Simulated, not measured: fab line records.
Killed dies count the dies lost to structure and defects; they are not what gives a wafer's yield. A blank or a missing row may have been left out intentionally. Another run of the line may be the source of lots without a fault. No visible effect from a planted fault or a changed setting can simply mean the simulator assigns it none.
What tool caused it? -- flow n5_finfet -- Sampling: 24 lots, 72 wafers, 6 of 1938 route steps

## WHAT THE GAUGES READ, wafer by wafer
N5_BEOL_M0_SAQP_INSPECT_42: inspects for defects (brightfield). Usual: raw_defect_count reads 281 (standard deviation 82).
lot,measured,on,raw_defect_count,flag
L074,day 5 13:57,defect_inspect-01,175 168 360,
L075,day 5 19:31,defect_inspect-01,433 330 411,
L076,day 6 03:22,defect_inspect-02,415 337 206,
L077,day 6 10:41,defect_inspect-02,478 431 373,
L078,day 6 16:50,defect_inspect-02,153 277 238,
L079,day 6 22:59,defect_inspect-01,251 302 292,
L080,day 7 09:04,defect_inspect-02,156 272 278,
L081,day 7 10:22,defect_inspect-02,244 237 430,
L082,day 7 16:33,defect_inspect-02,339 262 202,
L083,day 7 20:37,defect_inspect-02,281 360 288,
L084,day 8 01:04,defect_inspect-02,347 318 284,
L085,day 8 09:13,defect_inspect-02,283 326 295,
L086,day 8 19:31,defect_inspect-02,178 226 241,
L087,day 9 08:23,defect_inspect-02,275 198 232,
L088,day 9 10:29,defect_inspect-01,204 221 258,
L089,day 9 14:26,defect_inspect-02,299 325 242,
L090,day 9 16:23,defect_inspect-01,321 164 340,
L091,day 10 00:49,defect_inspect-02,228 255 230,
L092,day 10 02:29,defect_inspect-01,202 256 251,
L093,day 10 09:46,defect_inspect-01,446 499 439,
L094,day 10 17:28,defect_inspect-01,155 234 311,
L095,day 11 02:30,defect_inspect-02,175 196 208,
L096,day 11 05:07,defect_inspect-02,171 337 375,
L097,day 11 10:54,defect_inspect-02,277 303 330,

N5_BEOL_M1_CD_MEAS_28: target cd y 23.3 nm. Usual: cd_nm reads 23.94 nm (standard deviation 0.25).
lot,measured,on,cd_nm (nm),flag
L074,day 6 02:46,cd_sem-03,23.92 23.95 23.61,
L075,day 6 07:07,cd_sem-01,24.17 24.06 24.67,
L076,day 6 13:31,cd_sem-02,23.72 24.10 23.48,
L077,day 6 22:41,cd_sem-03,24.01 24.07 23.69,
L078,day 7 04:09,cd_sem-03,23.57 24.19 23.76,
L079,day 7 10:40,cd_sem-01,23.62 23.98 23.83,
L080,day 7 16:53,cd_sem-01,23.91 23.70 24.06,
L081,day 7 20:49,cd_sem-01,23.60 23.97 24.11,
L082,day 8 02:27,cd_sem-01,23.58 24.42 24.32,
L083,day 8 08:03,cd_sem-01,23.63 24.09 24.21,
L084,day 8 18:18,cd_sem-01,23.63 24.09 24.20,
L085,day 8 20:26,cd_sem-02,23.81 24.33 23.95,
L086,day 9 04:13,cd_sem-01,24.50 23.84 24.23,
L087,day 9 18:23,cd_sem-01,24.38 23.85 23.81,
L088,day 9 18:31,cd_sem-03,24.18 24.18 24.06,
L089,day 10 04:30,cd_sem-02,23.85 23.86 23.70,
L090,day 10 03:18,cd_sem-03,24.04 23.66 23.89,
L091,day 10 13:30,cd_sem-01,23.99 23.76 23.45,
L092,day 10 13:41,cd_sem-03,23.97 24.02 24.28,
L093,day 10 19:44,cd_sem-02,23.65 24.04 24.09,
L094,day 11 04:43,cd_sem-03,24.30 23.60 24.30,
L095,day 11 11:47,cd_sem-02,23.90 24.11 24.13,
L096,day 11 16:45,cd_sem-03,23.67 23.91 23.63,
L097,day 11 23:57,cd_sem-02,24.14 24.02 24.34,

N5_BEOL_M1_OVL_MEAS_29. Usual: V0_OVL typically reads -0.2 nm, with standard deviation 0.69.
lot,measured,on,V0_OVL (nm),flag
L074,day 6 02:49,overlay-02,0.4 0.3 0.3,
L075,day 6 07:10,overlay-01,-0.3 -0.9 -0.4,
L076,day 6 13:33,overlay-02,0.4 -0.7 -0.9,
L077,day 6 22:44,overlay-01,-1.3 -0.2 -1.2,
L078,day 7 04:11,overlay-01,-2.2 -1.2 -1.5,
L079,day 7 10:42,overlay-02,-1.0 -1.1 -1.0,
L080,day 7 16:55,overlay-01,-0.9 0.1 -0.6,
L081,day 7 20:52,overlay-01,-1.1 -1.2 -1.1,
L082,day 8 02:29,overlay-01,-0.7 0.6 -1.6,
L083,day 8 08:05,overlay-02,-0.9 -0.1 -0.8,
L084,day 8 18:20,overlay-02,0.2 -0.6 0.5,
L085,day 8 20:28,overlay-01,-0.3 -0.5 -0.4,
L086,day 9 04:14,overlay-01,0.6 0.7 -0.2,
L087,day 9 18:25,overlay-01,0.7 1.2 1.1,
L088,day 9 18:32,overlay-02,0.1 0.6 0.3,
L089,day 10 04:32,overlay-02,-0.2 -0.5 -0.4,
L090,day 10 03:20,overlay-01,0.4 0.4 -0.1,
L091,day 10 13:32,overlay-02,-0.4 0.1 0.9,
L092,day 10 13:43,overlay-01,0.3 0.4 -0.7,
L093,day 10 19:46,overlay-01,0.5 0.2 -0.7,
L094,day 11 04:45,overlay-02,-0.2 0.8 -0.2,
L095,day 11 11:49,overlay-02,-0.7 -0.8 -0.3,
L096,day 11 16:47,overlay-01,0.0 0.0 -0.3,
L097,day 11 23:59,overlay-02,0.3 0.4 0.1,

## EACH LOT AND THE TOOL THAT RAN IT (in order: tool; ch and the chambers of the sampled wafers; start)
lot,N5_BEOL_M0_SAQP_MANDREL2_REMOVE_110,N5_BEOL_M0_SAQP_STRIP_75,N5_BEOL_M1_ETCH_63
L074,"rie_si-02 ch 0,2,3, day 5 13:26","rie_diel-02 ch 0,1, day 5 14:53","rie_diel-04 ch 0,3, day 6 01:48"
L075,"rie_si-06 ch 0,3, day 5 18:59","rie_diel-06 ch 0,1, day 5 20:27","rie_diel-06 ch 0,1,3, day 6 06:17"
L076,"rie_si-06 ch 0,1,3, day 6 02:43","rie_diel-02 ch 0,2,3, day 6 04:25","rie_diel-06 ch 1,2,3, day 6 12:40"
L077,"rie_si-06 ch 1,2, day 6 10:10","rie_diel-02 ch 1,2, day 6 11:38","rie_diel-04 ch 0,1, day 6 21:59"
L078,"rie_si-06 ch 0,1,3, day 6 16:20","rie_diel-06 ch 0,2,3, day 6 17:55","rie_diel-02 ch 1,3, day 7 03:27"
L079,"rie_si-06 ch 1,2,3, day 6 22:28","rie_diel-06 ch 0,2,3, day 6 23:55","rie_diel-06 ch 1,2,3, day 7 09:46"
L080,"rie_si-06 ch 0,1,3, day 7 08:26","rie_diel-06 ch 0,1, day 7 10:02","rie_diel-02 ch 1,2, day 7 16:03"
L081,"rie_si-02 ch 2,3, day 7 09:44","rie_diel-02 ch 1,2,3, day 7 11:19","rie_diel-04 ch 1,2, day 7 20:00"
L082,"rie_si-01 ch 0,3, day 7 15:55","rie_diel-02 ch 0,1,3, day 7 17:30","rie_diel-06 ch 0,1,2, day 8 01:38"
L083,"rie_si-01 ch 0,1,2, day 7 19:59","rie_diel-06 ch 1,2,3, day 7 21:37","rie_diel-04 ch 0,2,3, day 8 07:13"
L084,"rie_si-02 ch 1,2,3, day 8 00:26","rie_diel-02 ch 0,2,3, day 8 02:05","rie_diel-06 ch 0,2, day 8 17:36"
L085,"rie_si-01 ch 1,2,3, day 8 08:35","rie_diel-04 ch 0,2,3, day 8 10:13","rie_diel-04 ch 0,2,3, day 8 19:37"
L086,"rie_si-06 ch 0,3, day 8 19:00","rie_diel-04 ch 1,2,3, day 8 20:27","rie_diel-02 ch 2,3, day 9 03:23"
L087,"rie_si-02 ch 2,3, day 9 07:44","rie_diel-06 ch 0,3, day 9 09:28","rie_diel-02 ch 0,1,3, day 9 17:35"
L088,"rie_si-02 ch 2,3, day 9 09:59","rie_diel-04 ch 0,1,3, day 9 11:26","rie_diel-02 ch 0,1,3, day 9 17:49"
L089,"rie_si-01 ch 2,3, day 9 13:47","rie_diel-04 ch 0,2,3, day 9 15:22","rie_diel-06 ch 0,1,2, day 10 03:35"
L090,"rie_si-01 ch 0,1,3, day 9 15:53","rie_diel-06 ch 0,2,3, day 9 17:28","rie_diel-04 ch 0,2,3, day 10 02:26"
L091,"rie_si-01 ch 0,1,2, day 10 00:19","rie_diel-06 ch 2,3, day 10 01:59","rie_diel-04 ch 0,1,3, day 10 12:35"
L092,"rie_si-06 ch 2,3, day 10 01:59","rie_diel-02 ch 0,1,3, day 10 03:34","rie_diel-02 ch 0,1,2, day 10 12:48"
L093,"rie_si-01 ch 1,2,3, day 10 09:16","rie_diel-06 ch 0,1,2, day 10 11:06","rie_diel-02 ch 1,2, day 10 19:03"
L094,"rie_si-02 ch 1,2, day 10 16:57","rie_diel-06 ch 0,2,3, day 10 18:34","rie_diel-04 ch 0,1,2, day 11 03:53"
L095,"rie_si-06 ch 1,2, day 11 02:00","rie_diel-06 ch 1,2,3, day 11 03:40","rie_diel-06 ch 1,2,3, day 11 11:05"
L096,"rie_si-02 ch 1,2,3, day 11 04:37","rie_diel-04 ch 0,2, day 11 06:04","rie_diel-02 ch 1,2,3, day 11 16:03"
L097,"rie_si-06 ch 0,1,3, day 11 10:16","rie_diel-02 ch 0,1,2, day 11 12:29","rie_diel-06 ch 2,3, day 11 23:08"
- N5_BEOL_M0_SAQP_MANDREL2_REMOVE_110: chemistry HBr/Cl2/O2, target a-Si, stops on SiCN, bt time 10 s.
- N5_BEOL_M0_SAQP_STRIP_75: strips in CF4.
- N5_BEOL_M1_ETCH_63: etches SiARC in CF4, target depth 15.6 nm, time 26 s.

## WHAT THE TOOLS THEMSELVES READ (means of the sampled wafers that have a number; where no wafer has one, the mark that the record gives instead)
N5_BEOL_M0_SAQP_MANDREL2_REMOVE_110. Usual: drypump_motor_current_A 5.7 A, standard deviation 0.43; oes_product_au 0.997 a.u., standard deviation 0.016; throttle_valve_pct 36.8 %, standard deviation 0.48.
lot,tool,drypump_motor_current_A (A),oes_product_au (a.u.),throttle_valve_pct (%),flag
L074,rie_si-02,5.8,1.013,36.9,
L075,rie_si-06,5.4,0.998,36.6,
L076,rie_si-06,5.7,0.984,36.4,
L077,rie_si-06,6.0,0.987,37.0,
L078,rie_si-06,5.7,0.984,36.4,
L079,rie_si-06,6.0,0.992,36.7,
L080,rie_si-06,5.7,0.986,36.4,
L081,rie_si-02,5.7,1.007,36.9,
L082,rie_si-01,5.2,0.991,36.5,
L083,rie_si-01,5.6,1.001,36.7,
L084,rie_si-02,5.8,0.995,37.2,
L085,rie_si-01,5.6,0.999,36.8,
L086,rie_si-06,5.4,0.980,36.6,
L087,rie_si-02,6.0,1.001,37.0,
L088,rie_si-02,5.8,1.002,36.9,
L089,rie_si-01,5.2,0.993,36.7,
L090,rie_si-01,5.7,0.991,36.8,
L091,rie_si-01,5.6,1.004,36.7,
L092,rie_si-06,6.0,0.997,37.1,
L093,rie_si-01,5.6,1.003,36.8,
L094,rie_si-02,5.6,0.993,37.5,
L095,rie_si-06,6.0,0.987,36.6,
L096,rie_si-02,5.8,1.000,37.2,
L097,rie_si-06,5.7,0.987,36.4,

N5_BEOL_M0_SAQP_STRIP_75. Usual: drypump_motor_current_A 5.8 A, standard deviation 0.53; oes_product_au 0.176 a.u., standard deviation 0.018; rf_vpp_V 271.3 V, standard deviation 1.4; showerhead_plenum_p_Torr 1.80 Torr, standard deviation 0.062; throttle_valve_pct 13.57 %, standard deviation 0.2.
lot,tool,drypump_motor_current_A (A),oes_product_au (a.u.),rf_vpp_V (V),showerhead_plenum_p_Torr (Torr),throttle_valve_pct (%),flag
L074,rie_diel-02,5.5,0.162,271.6,1.87,13.66,
L075,rie_diel-06,5.6,0.188,272.5,1.83,13.34,
L076,rie_diel-02,6.4,0.165,271.2,1.79,13.66,
L077,rie_diel-02,5.9,0.169,270.2,1.77,13.55,
L078,rie_diel-06,5.8,0.182,270.7,1.78,13.62,
L079,rie_diel-06,5.7,0.181,270.7,1.77,13.61,
L080,rie_diel-06,5.7,0.178,272.6,1.84,13.60,
L081,rie_diel-02,5.9,0.162,270.8,1.79,13.59,
L082,rie_diel-02,5.9,0.186,271.6,1.84,13.52,
L083,rie_diel-06,5.6,0.189,271.6,1.76,13.42,
L084,rie_diel-02,6.4,0.189,270.6,1.78,13.50,
L085,rie_diel-04,5.4,0.167,271.0,1.82,13.74,
L086,rie_diel-04,5.7,0.166,271.2,1.82,13.71,
L087,rie_diel-06,5.4,0.164,270.1,1.76,13.65,
L088,rie_diel-04,5.8,0.166,271.0,1.81,13.67,
L089,rie_diel-04,5.4,0.166,271.6,1.81,13.75,
L090,rie_diel-06,5.7,0.182,270.3,1.77,13.66,
L091,rie_diel-06,5.8,0.188,271.2,1.73,13.55,
L092,rie_diel-02,6.0,0.183,271.4,1.83,13.56,
L093,rie_diel-06,5.8,0.187,271.4,1.80,13.54,
L094,rie_diel-06,5.8,0.170,271.6,1.77,13.68,
L095,rie_diel-06,5.6,0.183,270.6,1.75,13.45,
L096,rie_diel-04,5.0,0.166,271.7,1.86,13.74,
L097,rie_diel-02,5.9,0.178,271.3,1.81,13.52,

N5_BEOL_M1_ETCH_63. Usual: drypump_motor_current_A 5.8 A, standard deviation 0.53; etch_rf_on_time_s 26.0 s, standard deviation 1; oes_product_au 0.65 a.u., standard deviation 0.076; rf_vpp_V 184.1 V, standard deviation 1.2; showerhead_plenum_p_Torr 2.15 Torr, standard deviation 0.071; throttle_valve_pct 15.57 %, standard deviation 0.18.
lot,tool,drypump_motor_current_A (A),etch_rf_on_time_s (s),oes_product_au (a.u.),rf_vpp_V (V),showerhead_plenum_p_Torr (Torr),throttle_valve_pct (%),flag
L074,rie_diel-04,5.5,26.3,0.63,185.3,2.16,15.65,
L075,rie_diel-06,5.5,25.7,0.67,183.5,2.14,15.48,
L076,rie_diel-06,5.6,25.3,0.72,183.7,2.10,15.42,
L077,rie_diel-04,5.6,26.5,0.64,184.1,2.22,15.55,
L078,rie_diel-02,5.5,26.2,0.61,184.7,2.19,15.55,
L079,rie_diel-06,5.6,25.5,0.72,183.7,2.10,15.43,
L080,rie_diel-02,5.5,25.6,0.62,184.3,2.16,15.52,
L081,rie_diel-04,5.3,25.7,0.63,184.5,2.22,15.60,
L082,rie_diel-06,5.8,25.5,0.71,183.5,2.16,15.55,
L083,rie_diel-04,5.4,26.8,0.61,183.6,2.16,15.70,
L084,rie_diel-06,6.1,25.3,0.72,184.2,2.14,15.71,
L085,rie_diel-04,5.4,26.8,0.61,183.4,2.15,15.70,
L086,rie_diel-02,6.4,26.4,0.61,182.6,2.07,15.63,
L087,rie_diel-02,6.0,26.1,0.67,184.0,2.17,15.49,
L088,rie_diel-02,6.0,25.8,0.67,184.8,2.17,15.50,
L089,rie_diel-06,5.8,25.7,0.69,184.7,2.15,15.57,
L090,rie_diel-04,5.4,27.3,0.60,183.9,2.15,15.72,
L091,rie_diel-04,5.8,26.8,0.60,184.0,2.16,15.66,
L092,rie_diel-02,5.9,25.3,0.68,184.1,2.14,15.48,
L093,rie_diel-02,5.5,26.0,0.60,184.6,2.15,15.56,
L094,rie_diel-04,5.5,26.5,0.61,185.9,2.21,15.64,
L095,rie_diel-06,5.6,25.7,0.68,183.4,2.09,15.49,
L096,rie_diel-02,6.0,26.5,0.59,184.1,2.12,15.65,
L097,rie_diel-06,5.8,25.4,0.70,183.0,2.07,15.65,

## THE ANSWER, worked out from the rows above alone
Rule: a lot counts as off when the mean over its wafers that have a number is more than 3 standard deviations away from the usual mean. A lot without any number at a reading at which 4 lots or more have one is off too. All remaining lots with rows at the step are treated as sound. The gauges are gone through in route order, then the tools' own readings, and for those a lot's mean is taken as printed above. The first step at which some lot is off is used, and at that step the reading that is off furthest; a lot without a number counts as furthest.
No lot is off on any of the readings shown, so nothing can be concluded from this.

## WHAT WAS PUT IN BY THE SIMULATOR
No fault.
